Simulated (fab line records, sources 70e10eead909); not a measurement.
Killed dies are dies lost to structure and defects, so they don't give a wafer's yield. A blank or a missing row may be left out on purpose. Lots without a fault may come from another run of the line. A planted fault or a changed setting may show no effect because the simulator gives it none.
A struck lot beside a sound one | flow nand_harc | 15 steps out of a route of 1159
Sound: wafers L219.3, L219.5, L219.6. Struck: wafers L218.1, L218.5, L218.6. The cause comes at the end.
At each step with rows: each side's tool, then ch and its chambers, then its first start. Under that, the readings that differ: sound wafers | struck wafers | difference of the means | sigmas: that difference in standard deviations of wafers without a fault.
alike: readings whose means differ by less than 2 such deviations, and words and numbers that are the same on both sides. not compared: withheld readings, readings that some wafer has no value for, bounds like >300 that may hide the same value, and numbers for which the record gives no deviation and whose values overlap.
The two part at a step that has a row with sigmas, a row that says differs or no value, or rows on one side only. Numbers that don't overlap but have no deviation are shown without sigmas and don't part them. A reading that every wafer of one side lacks parts them only if that side has two wafers or more.

first, 8 steps without rows for these wafers: NHARC_A_ZERO_WELL_HMDS_03 (time 30 s); NHARC_A_ZERO_WELL_COAT_18 (time 65 s); NHARC_A_ZERO_WELL_COAT_04 (resist thk 600 nm); NHARC_A_ZERO_WELL_SOFTBAKE_05 (time 70 s); NHARC_A_ZERO_WELL_EBR_06; NHARC_A_ZERO_WELL_EXPOSE_07 (exposes mask A ZERO); NHARC_A_ZERO_WELL_PEB_08 (peb time 80 s); NHARC_A_ZERO_WELL_DEVELOP_09 (time 50 s).
NHARC_A_ZERO_WELL_CD_MEAS_10: target cd 2000 nm.
  sound on cd_sem-03 ch 0, day 8 18:08; struck on cd_sem-03 ch 0, day 8 01:02
  alike: cd_nm
then, 1 step without rows for these wafers: NHARC_A_ZERO_WELL_HARDBAKE_11 (time 65 s).
NHARC_A_ZERO_WELL_DESCUM_12: chemistry O2, time 3 s.
  sound on rie_diel-11 ch 2,3, day 8 18:18; struck on rie_diel-04 ch 1,2,3, day 8 01:13
  alike: drypump_motor_current_A, oes_product_au, rf_vpp_V, showerhead_plenum_p_Torr, throttle_valve_pct
  not compared: rf_hours_counter_h
NHARC_A_ZERO_WELL_ETCH_19: etches the open film in N2/H2, target depth 80 nm, overetch 24 nm, time 87.88 s.
  sound on rie_diel-11 ch 2,3, day 8 18:23; struck on rie_diel-04 ch 0,1, day 8 01:17
  reading    | sound             | struck            | difference | sigmas
  bias_w (W) | 149.7 149.6 149.5 | 151.3 150.4 150.3 | +1.1       | +3
  alike: chamber_pressure_mTorr, drypump_motor_current_A, oes_product_au, rf_fwd_power_W, rf_vpp_V, showerhead_plenum_p_Torr, throttle_valve_pct
  not compared: rf_hours_counter_h
NHARC_A_ZERO_WELL_ETCH_13: etches the open film in HBr/Cl2, target depth 120 nm, time 40.1 s.
  sound on rie_si-01 ch 0,2,3, day 8 18:32; struck on rie_si-05 ch 1,2, day 8 01:24
  no value came back on the struck wafers for any of 8 readings (bias_w (W), chamber_pressure_mTorr (mTorr) and others); on the sound wafers bias_w (W) reads 99.70 100.01 99.98
  not compared: rf_hours_counter_h
then, 1 step without rows for these wafers: NHARC_A_ZERO_WELL_STRIP_14 (strips in SPM, time 900 s).
-- the record jumps here: 13 days lie between the struck wafers' starts before and after (it left off in module A_ZERO_WELL and takes up again in module END, whose first step shown is number 1159 of the route) --
NHARC_END_SORT_01:
  the record has rows for the struck wafers here (prober-02 ch 0, day 21 00:25) and none for the sound ones

WHERE THEY PART
First at NHARC_A_ZERO_WELL_ETCH_19; last, within this record, at NHARC_END_SORT_01.

WHY: what the simulator had put in
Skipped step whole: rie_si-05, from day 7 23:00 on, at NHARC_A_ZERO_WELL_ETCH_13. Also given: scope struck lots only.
